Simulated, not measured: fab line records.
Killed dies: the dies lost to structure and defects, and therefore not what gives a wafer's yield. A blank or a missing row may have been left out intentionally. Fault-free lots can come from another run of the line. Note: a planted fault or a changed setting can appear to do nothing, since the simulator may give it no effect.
Chamber matching -- flow n5-finfet -- 4 sister chambers for N5_BEOL_M1_STRIP_19 on rie-diel-04
The step strips in O2. 22 wafers are shown with their chamber, then 11 later ones without.

== WAFERS PAIRED WITH THEIR CHAMBERS ==
wafer,chamber,drypump-motor-current-A (A),throttle-valve-pct (%),oes-product-au (a.u.)
L074.1,3,6.22,16.90,0.77
L074.4,1,5.99,16.36,0.88
L074.6,3,6.22,16.91,0.76
L076.1,3,6.24,16.90,0.76
L076.3,2,5.61,16.73,0.70
L076.5,3,6.22,16.93,0.75
L078.1,0,5.54,16.68,0.73
L078.3,1,5.99,16.38,0.87
L078.5,2,5.59,16.73,0.69
L082.1,1,6.00,16.38,0.85
L082.4,3,6.22,16.92,0.75
L082.6,1,6.00,16.40,0.86
L084.1,1,6.00,16.41,0.85
L084.2,0,5.48,16.70,0.72
L084.3,3,6.23,16.93,0.74
L087.1,3,6.22,16.95,0.74
L087.2,1,6.02,16.42,0.85
L087.5,3,6.20,16.94,0.75
L086.3,1,6.02,16.40,0.85
L086.4,2,5.59,16.28,0.93
L086.6,3,6.21,16.95,0.74
L090.2,0,5.56,16.73,0.71

SIGNATURES (averages over the wafers above)
reading,chamber 0,chamber 1,chamber 2,chamber 3,scatter within a chamber
drypump-motor-current-A,5.5267,6.0029,5.5967,6.2200,0.0178
throttle-valve-pct,16.7033,16.3929,16.5800,16.9256,0.0888
oes-product-au,0.7200,0.8586,0.7733,0.7511,0.0465
Rule: for each reading, subtract the chamber's mean from the wafer's reading, divide by that reading's scatter and square the result; add these up over the readings and take the root, which gives the wafer's distance from the chamber. If the next closest chamber is less than 2 further off than the closest, the wafer can't be placed; otherwise it belongs to the closest. The scatter: the root of (the sum of the squares of (reading less its chamber's mean) over the shown wafers, divided by (wafers less chambers)).

== WAFERS WITHOUT THEIR CHAMBER ==
wafer,drypump-motor-current-A (A),throttle-valve-pct (%),oes-product-au (a.u.)
L090.5,6.22,16.96,0.73
L090.6,5.54,16.71,0.72
L091.1,6.02,16.42,0.83
L091.4,5.55,16.71,0.72
L091.5,5.61,16.30,0.91
L093.1,5.64,16.30,0.90
L093.3,6.22,16.96,0.73
L093.4,5.54,16.71,0.72
L095.1,6.02,16.43,0.83
L095.2,5.63,16.31,0.90
L095.3,5.54,16.73,0.72

== WHICH CHAMBER EACH WENT THROUGH ==
wafer,from the rows above,in truth
L090.5,3,3
L090.6,0,0
L091.1,1,1
L091.4,can't be placed: 0 or 2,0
L091.5,2,2
L093.1,2,2
L093.3,3,3
L093.4,0,0
L095.1,1,1
L095.2,2,2
L095.3,0,0
Placed correctly: 10 of 11. Cannot be placed on the basis of these rows: 1; the candidates contain the true chamber in 1. Placed wrongly: 0.
